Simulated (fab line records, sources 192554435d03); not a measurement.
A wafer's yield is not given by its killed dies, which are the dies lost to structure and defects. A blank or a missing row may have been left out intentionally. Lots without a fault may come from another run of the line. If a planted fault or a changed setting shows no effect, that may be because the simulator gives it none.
Matching of chambers ; flow n5-finfet ; N5_BEOL_M2_ALD_84 on ald-metal-02: 4 sister chambers
The step deposits TaN, pulse time 2 s, purge time 3 s, co reactant purge time 2 s. 8 wafers are shown with their chamber, then 8 later ones without.

== WAFERS WITH THEIR CHAMBER ==
wafer;chamber;heater-power-w (W);precursor-vessel-carrier-sccm (sccm)
L083.1;3;409;998
L083.6;1;477;999
L086.2;2;431;996
L086.3;3;405;1001
L088.1;1;482;1000
L088.4;0;488;1001
L088.5;2;434;991
L091.1;0;487;1000

== WAFERS WHOSE CHAMBER IS MISSING ==
wafer;heater-power-w (W);precursor-vessel-carrier-sccm (sccm)
L091.2;487;997
L091.4;429;1001
L095.2;478;996
L095.5;489;999
L095.6;412;1002
L097.2;477;1001
L097.3;448;1002
L097.5;468;1003

== WHICH CHAMBER EACH ONE RAN IN ==
wafer;from the rows above;in truth
L091.2;can't be placed: 0 or 1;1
L091.4;2;2
L095.2;1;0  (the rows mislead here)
L095.5;0;0
L095.6;3;3
L097.2;1;1
L097.3;2;2
L097.5;1;1
Correctly placed: 6 of 8. These rows do not allow placing 1 (true chamber among the candidates in 1). Number placed wrongly: 1.
How it was worked out, from the rows above alone: a wafer's distance from a chamber is the root of the sum, over the readings, of the square of ((its reading less the chamber's mean) divided by the reading's scatter). The wafer belongs to the nearest chamber; if the next one is less than 2 further off, it can't be placed. For every chamber, the mean is computed from those of its wafers that are shown. How the scatter is found: for the shown wafers, subtract from each reading the mean of its chamber, square and add these, divide the total by (wafers less chambers), then take the root.
